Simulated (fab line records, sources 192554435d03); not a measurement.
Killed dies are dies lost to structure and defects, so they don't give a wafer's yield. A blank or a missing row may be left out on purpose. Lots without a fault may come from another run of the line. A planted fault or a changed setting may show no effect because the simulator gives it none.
A struck lot beside a sound one | flow n5_finfet | 16 steps out of a route of 1938
Sound: wafers L679.2, L679.3, L679.5. Struck: wafers L685.3, L685.5. (L685.6 of the same lot was not struck and is left out.) The cause comes at the end.
At each step with rows: each side's tool, then ch and its chambers, then its first start. Under that, the readings that differ: sound wafers | struck wafers | difference of the means | sigmas: that difference in standard deviations of wafers without a fault.
alike: readings whose means differ by less than 2 such deviations, and words and numbers that are the same on both sides. not compared: withheld readings, readings that some wafer has no value for, bounds like >300 that may hide the same value, and numbers for which the record gives no deviation and whose values overlap.
The two part at a step that has a row with sigmas, a row that says differs or no value, or rows on one side only. Numbers that don't overlap but have no deviation are shown without sigmas and don't part them. A reading that every wafer of one side lacks parts them only if that side has two wafers or more.

first, 2 steps without rows for these wafers: N5_BEOL_M4_PEB_09 (peb time 60 s); N5_BEOL_M4_DEVELOP_10 (develop time 30 s).
N5_BEOL_M4_CD_MEAS_11: target cd 16.79 nm.
  sound on cd_sem-03 ch 0, day 9 11:55; struck on cd_sem-02 ch 0, day 11 17:25
  alike: cd_nm
N5_BEOL_M4_OVL_MEAS_12:
  sound on overlay-01 ch 0, day 9 11:57; struck on overlay-01 ch 0, day 11 17:28
  reading     | sound          | struck  | difference | sigmas
  M4_OVL (nm) | -1.1 -0.8 -0.8 | 1.8 1.5 | +2.5       | +4
N5_BEOL_M4_INSPECT_13: inspects for defects (brightfield).
  sound on defect_inspect-02, day 9 12:01; struck on defect_inspect-02, day 11 17:31
  reading          | sound       | struck  | difference | sigmas
  raw_defect_count | 562 606 508 | 354 266 | -249       | -3
then, 1 step without rows for these wafers: N5_BEOL_M4_DESCUM_16 (chemistry O2, time 7 s).
N5_BEOL_M4_ETCH_74: etches underlayer in N2/H2, target depth 6.5 nm, time 5.2 s.
  sound on rie_diel-01 ch 0,3, day 9 12:08; struck on rie_diel-04 ch 1,2, day 11 17:39
  alike: drypump_motor_current_A, etch_rf_on_time_s, oes_product_au, rf_fwd_power_W, rf_vpp_V, showerhead_plenum_p_Torr, throttle_valve_pct
  not compared: rf_hours_counter_h
N5_BEOL_M4_ETCH_63: etches SiARC in CF4, target depth 15.6 nm, time 26 s.
  sound on rie_diel-01 ch 0,3, day 9 12:08; struck on rie_diel-04 ch 1,2, day 11 17:40
  alike: drypump_motor_current_A, etch_rf_on_time_s, mfc_ar_sccm, oes_product_au, rf_fwd_power_W, rf_vpp_V, showerhead_plenum_p_Torr, throttle_valve_pct
  not compared: rf_hours_counter_h
N5_BEOL_M4_ETCH_64: etches SOC in N2/H2, target depth 75 nm, overetch 22.5 nm, time 121.9 s.
  sound on rie_diel-01 ch 0,3, day 9 12:10; struck on rie_diel-04 ch 1,2, day 11 17:41
  alike: drypump_motor_current_A, oes_product_au, rf_fwd_power_W, rf_vpp_V, showerhead_plenum_p_Torr, temp_c, throttle_valve_pct
  not compared: rf_hours_counter_h
then, 2 steps without rows for these wafers: N5_BEOL_M4_STRIP_65 (strips in N2/H2); N5_BEOL_M4_STRIP_75 (strips in N2/H2).
N5_BEOL_M4_STRIP_66: strips in CF4.
  sound on rie_diel-01 ch 0,3, day 9 12:18; struck on rie_diel-04 ch 1,2, day 11 17:50
  alike: drypump_motor_current_A, oes_product_au, rf_fwd_power_W, rf_vpp_V, showerhead_plenum_p_Torr, throttle_valve_pct
  not compared: rf_hours_counter_h
N5_BEOL_M4_HM_OPEN_17: chemistry Cl2/BCl3, target TiN, target depth 20 nm, overetch 6 nm.
  sound on rie_metal-03 ch 0, day 9 12:22; struck on rie_metal-03 ch 0,1, day 11 17:54
  reading                                  | sound          | struck    | difference | sigmas
  rf_fwd_power_W (W)                       | 998 1000 999   | 987 994   | -8         | -2
  model.SOC_of_BEOL_M4_COAT_61.thk_nm (nm) | 52.6 52.6 52.8 | 53.2 54.2 | +1.0       |
  alike: drypump_motor_current_A, mfc_ar_sccm, oes_product_au, throttle_valve_pct
  not compared: rf_hours_counter_h
N5_BEOL_M4_STRIP_19: strips in O2.
  sound on rie_diel-01 ch 2,3, day 9 12:33; struck on rie_diel-05 ch 0,2, day 11 17:59
  alike: drypump_motor_current_A, oes_product_au, rf_vpp_V, showerhead_plenum_p_Torr, temp_c, throttle_valve_pct
  not compared: rf_hours_counter_h
N5_BEOL_M4_RC_MEAS_101:
  sound on prober-02 ch 0, day 10 20:46; struck on prober-01 ch 0, day 12 12:02
  alike: DIBL_N, DIBL_P, IOFF_N, IOFF_P, ION_N, ION_P, SS_N, SS_P, VT_N, VT_P
then, 1 step without rows for these wafers: N5_PASSIVATION_PROBE_49.

WHERE THEY PART
First at N5_BEOL_M4_OVL_MEAS_12; last, within this record, at N5_BEOL_M4_HM_OPEN_17. Later steps at which nothing parts them and some readings are alike: N5_BEOL_M4_STRIP_19, N5_BEOL_M4_RC_MEAS_101.

WHY: what the simulator had put in
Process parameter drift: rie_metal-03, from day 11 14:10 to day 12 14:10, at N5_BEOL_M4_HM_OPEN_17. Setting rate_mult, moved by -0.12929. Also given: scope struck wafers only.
